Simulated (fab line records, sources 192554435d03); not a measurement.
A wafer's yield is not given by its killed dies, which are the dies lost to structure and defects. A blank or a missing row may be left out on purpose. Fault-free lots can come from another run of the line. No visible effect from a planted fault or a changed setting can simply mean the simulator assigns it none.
A lot that was struck, set against a sound lot    flow n5Finfet    36 out of 1938 route steps
Sound: these wafers, L357.3, L357.4, L357.6. Struck: wafer L342.1; the same lot's L342.3 was not struck, so it is left out; see the end for the cause.
For every step that has rows: the tool of each side, followed by ch and its chambers, followed by its first start. Under that, the readings that differ: sound wafers    struck wafers    difference of the means    sigmas: that difference in standard deviations of wafers without a fault.
alike: readings whose means differ by less than 2 such deviations, and words and numbers that are the same on both sides. not compared: withheld readings, readings that some wafer has no value for, bounds like >300 that may hide the same value, and numbers for which the record gives no deviation and whose values overlap.
The two part at a step that has a row with sigmas, a row that says differs or no value, or rows on one side only. Non-overlapping numbers with no deviation appear without sigmas and do not part them. Lack of a reading on every wafer of one side parts them only where that side has two or more wafers.

first, 9 steps without rows for these wafers: N5_BEOL_M13_PRE_CLEAN_42 (time 30 s); N5_BEOL_M13_SPUTTER_43 (material TaN, target thk 15 nm, time 24.19 s); N5_BEOL_M13_SPUTTER_44 (material Ta, target thk 10 nm, time 16.13 s); N5_BEOL_M13_SPUTTER_45 (material Cu, target thk 80 nm, time 13.33 s); N5_BEOL_M13_ECD_47 (material Cu, target thk 936 nm); N5_BEOL_M13_ANNEAL_48 (time 90 s); N5_BEOL_M13_CMP_49 (polishes, stops on SiOC, t overpolish 17.1 s, target thk 420 nm); N5_BEOL_M13_PRE_CLEAN_52 (time 15 s); N5_BEOL_M13_DEP_53 (deposits SiCN from 3MS/NH3, target thk 50 nm, time 17.8 s).
N5_BEOL_M14_ILD_DEP_00: deposits SiO2 from TEOS/O2, target thk 1119.3 nm, time 237.4 s.
  sound on pecvd-02 ch 1,2, day 17 22:55; struck on pecvd-02 ch 0, day 14 23:07
reading                                       sound              struck  difference  sigmas
runLengthS (s)                                280.8 281.4 280.6  229.7   -51.2       -78
model.SiO2_of_BEOL_M14_ILD_DEP_00.thkNm (nm)  1093 1109 1111     864.8   -239.5      
  alike: heaterPowerW, showerheadPlenumPTorr, throttleValvePct
  not compared: sinceWetCleanH
N5_BEOL_M14_THK_MEAS_01:
  struck on filmMetro-01, day 14 23:18; sound on filmMetro-02, day 17 23:07
reading           sound           struck  difference  sigmas
M14_ILD_THK (nm)  1093 1109 1111  864     -240        -18
then, 10 steps without rows for these wafers: N5_BEOL_M14_COAT_58 (time 60 s, resist thk 89 nm); N5_BEOL_M14_COAT_04 (resist thk 800 nm); N5_BEOL_M14_EBR_06; N5_BEOL_M14_SOFTBAKE_05 (time 60 s); N5_BEOL_M14_EXPOSE_07 (exposes mask V13); N5_BEOL_M14_PEB_08 (peb time 90 s); N5_BEOL_M14_DEVELOP_09 (develop time 45 s); N5_BEOL_M14_HARDBAKE_14 (time 120 s); N5_BEOL_M14_DESCUM_15 (chemistry O2, time 7.9 s); N5_BEOL_M14_ETCH_59 (etches BARC in N2/H2, target depth 89 nm, overetch 26.7 nm, time 67.9 s).
N5_BEOL_M14_VIA_ETCH_16: etches SiO2 in C4F8/O2/Ar, target depth 1231.3 nm.
  sound on rieDiel-01 ch 1,2,3, day 17 23:43; struck on rieDiel-01 ch 1, day 14 23:54
reading                                    sound              struck  difference  sigmas
model.etch.depthNm (nm)                    1093 1109 1111     864.9   -239.4      
model.coat_of_BEOL_M14_COAT_04.thkNm (nm)  465.6 455.8 460.8  515.8   +55.1       
  alike: C4F8_flow_sccm, drypumpMotorCurrentA, oesProductAu, rfVppV, showerheadPlenumPTorr, throttleValvePct
then, 13 steps without rows for these wafers: N5_BEOL_M14_STRIP_63 (strips in O2); N5_BEOL_M14_STRIP_64 (strips in O2); N5_BEOL_M14_STRIP_71 (strips in post etch residue remover, time 60 s); N5_BEOL_M14_SRD_72 (time 30 s, dry time 30 s); N5_BEOL_M14_COAT_65 (time 60 s, resist thk 450 nm); N5_BEOL_M14_COAT_66 (time 60 s, resist thk 110 nm); N5_BEOL_M14_COAT_22 (resist thk 300 nm); N5_BEOL_M14_EBR_24; N5_BEOL_M14_SOFTBAKE_23 (time 60 s); N5_BEOL_M14_EXPOSE_25 (exposes mask M14, target cd 280 nm); N5_BEOL_M14_PEB_26 (peb time 90 s); N5_BEOL_M14_DEVELOP_27 (develop time 45 s); N5_BEOL_M14_HARDBAKE_32 (time 120 s).
N5_BEOL_M14_CMP_49: polishes, stops on SiO2, t overpolish 5.2 s, target thk 560 nm.
  sound on cmp-04 ch 0,3, day 18 02:30; struck on cmp-01 ch 0, day 15 03:41
reading                                       sound           struck  difference  sigmas
motorCurrentA (A)                             8.6 8.6 8.3     7.1     -1.4        -2
model.SiO2_of_BEOL_M14_ILD_DEP_00.thkNm (nm)  1013 1030 1032  786.4   -238.6      

WHERE THEY PART
First at N5_BEOL_M14_ILD_DEP_00; last, within this record, at N5_BEOL_M14_CMP_49.

WHY: what the simulator had put in
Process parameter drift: pecvd-02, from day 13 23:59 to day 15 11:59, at N5_BEOL_M14_ILD_DEP_00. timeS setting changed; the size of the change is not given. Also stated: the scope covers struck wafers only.
